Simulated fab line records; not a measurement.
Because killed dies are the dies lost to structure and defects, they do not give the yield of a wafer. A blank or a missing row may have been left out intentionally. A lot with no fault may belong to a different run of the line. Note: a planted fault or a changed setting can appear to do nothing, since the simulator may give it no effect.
Chamber matching -- flow nandHarc -- NHARC_P_GATE_DESCUM_48 on rieDiel-13: 4 sister chambers
The step chemistry O2, time 3 s. 22 wafers are shown with their chamber, then 11 later ones without.

## WAFERS PAIRED WITH THEIR CHAMBERS
wafer,chamber,showerheadPlenumPTorr (Torr),drypumpMotorCurrentA (A),oesProductAu (a.u.)
L074.1,3,1.85,5.1,1.016
L074.2,0,1.91,5.9,1.002
L074.3,2,2.00,6.3,1.002
L075.1,2,2.00,6.3,0.998
L075.2,1,2.02,5.8,0.982
L075.4,3,1.85,5.1,1.000
L076.3,1,2.02,5.8,0.993
L076.5,2,2.00,6.4,0.998
L076.6,3,1.85,5.1,1.005
L083.2,3,1.85,5.1,1.005
L083.4,1,2.02,5.8,0.998
L083.5,0,1.91,5.9,0.991
L088.2,2,2.00,6.3,1.015
L088.3,0,1.91,5.9,1.005
L088.6,3,1.85,5.1,1.010
L089.1,3,1.85,5.1,1.015
L089.2,1,2.02,5.8,0.986
L089.4,2,2.00,6.3,1.006
L090.2,0,1.91,5.9,1.003
L090.3,3,1.84,5.1,1.008
L090.6,0,1.91,5.9,1.001
L091.1,1,2.02,5.8,0.994

SIGNATURES, as means of the wafers listed above
reading,chamber 0,chamber 1,chamber 2,chamber 3,scatter within a chamber
showerheadPlenumPTorr,1.9100,2.0200,2.0000,1.8486,0.00218
drypumpMotorCurrentA,5.900,5.800,6.320,5.100,0.0211
oesProductAu,1.00040,0.99060,1.00380,1.00843,0.00617
Rule: a wafer's distance from a chamber is the root of the sum, over the readings, of the square of ((its reading less the chamber's mean) divided by the reading's scatter). The wafer belongs to the nearest chamber; if the next one is less than 2 further off, it can't be placed. How the scatter is found: for the shown wafers, subtract from each reading the mean of its chamber, square and add these, divide the total by (wafers less chambers), then take the root.

## WAFERS WHOSE CHAMBER IS MISSING
wafer,showerheadPlenumPTorr (Torr),drypumpMotorCurrentA (A),oesProductAu (a.u.)
L091.3,1.91,5.9,1.002
L091.4,1.84,5.1,1.012
L092.1,2.00,6.3,1.013
L092.5,2.00,6.3,1.003
L092.6,1.85,5.1,1.009
L093.1,2.00,6.3,1.000
L093.3,1.91,5.9,1.005
L093.5,1.91,5.9,0.995
L096.3,2.00,6.3,1.003
L096.4,2.01,5.8,0.991
L096.5,2.00,6.3,1.007

## WHICH CHAMBER EACH ONE RAN IN
wafer,from the rows above,in truth
L091.3,0,0
L091.4,3,3
L092.1,2,2
L092.5,2,2
L092.6,3,3
L093.1,2,2
L093.3,0,0
L093.5,0,0
L096.3,2,2
L096.4,1,1
L096.5,2,2
Correct placement for 11 of the 11. Number that these rows cannot place: 0. Number placed wrongly: 0.
